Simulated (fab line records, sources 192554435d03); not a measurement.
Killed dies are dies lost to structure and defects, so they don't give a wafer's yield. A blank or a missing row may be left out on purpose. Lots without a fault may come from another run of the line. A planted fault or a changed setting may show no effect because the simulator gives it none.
Problem report in the 8D (eight disciplines) form, filled by code | flow n5_finfet | the parts of the form that need people (team, actions taken, sign-off) are left out
Where a reading is given only as a bound, like >300, the bound stands for it, and a mean or a difference that rests on one is marked > or <: the true number lies beyond.

1. THE PROBLEM
raw_defect_count at N5_PASSIVATION_INSPECT_61 reads a mean of >300 on 3 wafers of 2 lots; wafers without a fault read 2.2 with a standard deviation of 1.4. That is +99 or more standard deviations from the usual mean.
The step: inspects for defects (macro).
First seen on wafer L268.2, day 15 14:06, on defect_inspect-01. The record holds 30 wafers of 10 lots with a number at this step. Rule for "out", or "out of limits": more than 4 standard deviations from the usual mean. The other wafers with a number count as sound.

2. WHAT IT IS AND WHAT IT IS NOT
question                    | is                     | is not
which readings at this step | raw_defect_count       | -
which lots                  | L268, L269             | L260, L261, L262, L263, L271, L276, L277, L278
which wafers of those lots  | L268.2, L269.4, L269.5 | L268.1, L268.5, L269.1
read on which gauges        | defect_inspect-01      | defect_inspect-02
when                        | from day 15 14:06      | up to then (14 sound wafers); but 13 sound wafers of L269, L271, L276, L277, L278 came after

3. SUSPECTS, AND WHAT RULES EACH OUT
Counting: a tool at a process step up to the reading stays a suspect if it ran every lot that is out. Sound lots after the first of them don't rule it out here, since some wafers of a struck lot are sound.
- the gauge at N5_PASSIVATION_INSPECT_61: ruled out. All the wafers that are out were read on defect_inspect-01, but those of them that N5_PASSIVATION_PROBE_49 has rows for are out there too, on other tools.
- rie_metal-01 at N5_MIM_BOT_ETCH_ETCH_00 (etches TiN in Cl2/BCl3, target depth 45.5 nm): kept. It ran every lot that is out, first L268 (day 15 12:08); its last sound lot up to then is L262 (day 13 20:43).
- pecvd-01 at N5_PASSIVATION_PECVD_01 (deposits SiNx from SiH4/NH3/N2, target thk 200 nm, time 43.2 s): kept. It ran every lot that is out, first L268 (day 15 12:49); its last sound lot up to then is L261 (day 13 08:10).
- Within rie_metal-01 at N5_MIM_BOT_ETCH_ETCH_00: the wafers that are out ran in chamber 0; their sound lot-mates ran in chamber 1.
Left after counting: rie_metal-01 at N5_MIM_BOT_ETCH_ETCH_00, pecvd-01 at N5_PASSIVATION_PECVD_01.

4. THE CAUSE (what the simulator had put in)
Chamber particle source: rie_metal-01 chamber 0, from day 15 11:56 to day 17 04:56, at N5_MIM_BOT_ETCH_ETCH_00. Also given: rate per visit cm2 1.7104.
Counting left 2 suspects, and this tool is among them.

5. THE CHAIN OF EFFECTS, in route order
Each row: a reading whose mean over the struck wafers that have a number lies more than 3 standard deviations from the usual. Only readings for which the record gives a usual standard deviation are gone through. hours: the time from each lot's start at the first step in this table that gives one to its start at this step, as a median over the lots. sigmas: the change in usual standard deviations.
hours | step                      | reading              | usual  | on struck wafers | change | sigmas
0     | N5_PASSIVATION_INSPECT_61 | raw_defect_count     | 2.2    | >300             | >+298  | +99 or more
7     | N5_PASSIVATION_PROBE_49   | defect_limited_yield | 91.0 % | 80.4             | -10.6  | -8.2
7     | N5_PASSIVATION_PROBE_49   | killed_at_other      | 4.1    | 156.0            | +151.9 | +54
7     | N5_PASSIVATION_PROBE_49   | killed_dies          | 106    | 231              | +125   | +8.4
7     | N5_PASSIVATION_PROBE_49   | sort_bin_5_function  | 5.3 %  | 11.7             | +6.4   | +7.2
7     | N5_PASSIVATION_PROBE_49   | sort_n_pass          | 1074   | 948              | -126   | -8.4
7     | N5_PASSIVATION_PROBE_49   | sort_yield_pct       | 91.0 % | 80.4             | -10.6  | -8.2
The process steps in it:
- N5_PASSIVATION_PROBE_49

6. WHAT WOULD HAVE CAUGHT IT SOONER
In this record the first reading out of limits at a measuring or inspecting step was taken at day 15 14:06, 2 hours after the fault began at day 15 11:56.
Of the tool readings at N5_MIM_BOT_ETCH_ETCH_00 for which the record gives a usual standard deviation, none was out on any struck wafer, so an alarm limit of 4 standard deviations on them would not have fired.
Of the lots that are out (2), L269 began N5_MIM_BOT_ETCH_ETCH_00 on rie_metal-01 after day 15 14:06. A hold on the tool at that time would have spared it.
